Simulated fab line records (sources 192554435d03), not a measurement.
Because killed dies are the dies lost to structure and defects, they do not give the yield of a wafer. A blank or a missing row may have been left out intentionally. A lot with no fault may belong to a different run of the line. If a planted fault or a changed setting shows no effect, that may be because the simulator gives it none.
Chamber matching / flow n5 finfet / N5_BEOL_M10_CURE_71 on uv cure-02 has 3 sister chambers
The step cures SiCOH lowk, time 240 s. 3 wafers are shown with their chamber, then 10 later ones without.

== WAFERS PAIRED WITH THEIR CHAMBERS ==
wafer=L081.6; chamber=2; wafer_temp_C_max=387.5
wafer=L079.6; chamber=0; wafer_temp_C_max=388.6
wafer=L085.3; chamber=1; wafer_temp_C_max=385.7

== WAFERS WITHOUT THEIR CHAMBER ==
wafer=L085.4; wafer_temp_C_max=385.9
wafer=L096.1; wafer_temp_C_max=387.2
wafer=L096.3; wafer_temp_C_max=386.7
wafer=L096.5; wafer_temp_C_max=386.5
wafer=L096.2; wafer_temp_C_max=386.5
wafer=L096.4; wafer_temp_C_max=386.2
wafer=L096.6; wafer_temp_C_max=386.4
wafer=L097.2; wafer_temp_C_max=386.2
wafer=L097.3; wafer_temp_C_max=387.0
wafer=L097.5; wafer_temp_C_max=386.2

== CHAMBER TAKEN BY EACH ==
wafer=L085.4; from the rows above=1; in truth=1
wafer=L096.1; from the rows above=can't be placed: 2 or 0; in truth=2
wafer=L096.3; from the rows above=can't be placed: 2 or 1 or 0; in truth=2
wafer=L096.5; from the rows above=can't be placed: 1 or 2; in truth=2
wafer=L096.2; from the rows above=can't be placed: 1 or 2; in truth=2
wafer=L096.4; from the rows above=can't be placed: 1 or 2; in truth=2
wafer=L096.6; from the rows above=can't be placed: 1 or 2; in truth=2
wafer=L097.2; from the rows above=can't be placed: 1 or 2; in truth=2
wafer=L097.3; from the rows above=can't be placed: 2 or 1 or 0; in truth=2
wafer=L097.5; from the rows above=can't be placed: 1 or 2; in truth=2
1 of 10 placed correctly. Cannot be placed on the basis of these rows: 9; the candidates contain the true chamber in 9. Number placed wrongly: 0.
How it was worked out, from the rows above alone: a wafer's distance from a chamber is the root of the sum, over the readings, of the square of ((its reading less the chamber's mean) divided by the reading's scatter). The wafer belongs to the nearest chamber; if the next one is less than 2 further off, it can't be placed. Each chamber's mean is taken over the wafers shown for it. The scatter (one wafer shown for each chamber): square how far every hidden wafer sits from the nearest shown wafer, average those squares and take the square root.
